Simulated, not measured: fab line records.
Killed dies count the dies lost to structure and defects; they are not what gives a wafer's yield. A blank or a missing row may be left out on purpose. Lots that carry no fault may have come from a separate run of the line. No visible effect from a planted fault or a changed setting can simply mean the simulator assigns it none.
Matching of chambers	flow nand-harc	4 sister chambers for NHARC_A_CHANNEL_FILL_D2_ALD_25 on ald-hk-04
The step deposits SiOx, target thk 60 nm, pulse time 10 s, ald cycles 600. 4 wafers are shown with their chamber, then 10 later ones without.

## WAFERS PAIRED WITH THEIR CHAMBERS
wafer	chamber	heater-power-w (W)
L089.6	1	402
L087.6	2	495
L087.1	3	533
L087.2	0	441

## WAFERS WHOSE CHAMBER IS MISSING
wafer	heater-power-w (W)
L087.3	400
L092.3	449
L092.5	397
L092.6	509
L096.2	519
L096.4	508
L096.5	499
L095.4	545
L095.2	408
L095.5	532

## CHAMBER TAKEN BY EACH
wafer	from the rows above	in truth
L087.3	1	1
L092.3	0	0
L092.5	1	1
L092.6	can't be placed: 2 or 3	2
L096.2	can't be placed: 3 or 2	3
L096.4	can't be placed: 2 or 3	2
L096.5	2	2
L095.4	3	3
L095.2	1	1
L095.5	3	3
Correct placement for 7 of the 10. Cannot be placed on the basis of these rows: 3; the candidates contain the true chamber in 3. Number placed wrongly: 0.
How it was worked out, from the rows above alone: a wafer's distance from a chamber is the root of the sum, over the readings, of the square of ((its reading less the chamber's mean) divided by the reading's scatter). The wafer belongs to the nearest chamber; if the next one is less than 2 further off, it can't be placed. For every chamber, the mean is computed from those of its wafers that are shown. The scatter: with one shown wafer a chamber, the root of the mean of the squares of how far each hidden wafer lies from its nearest shown one.
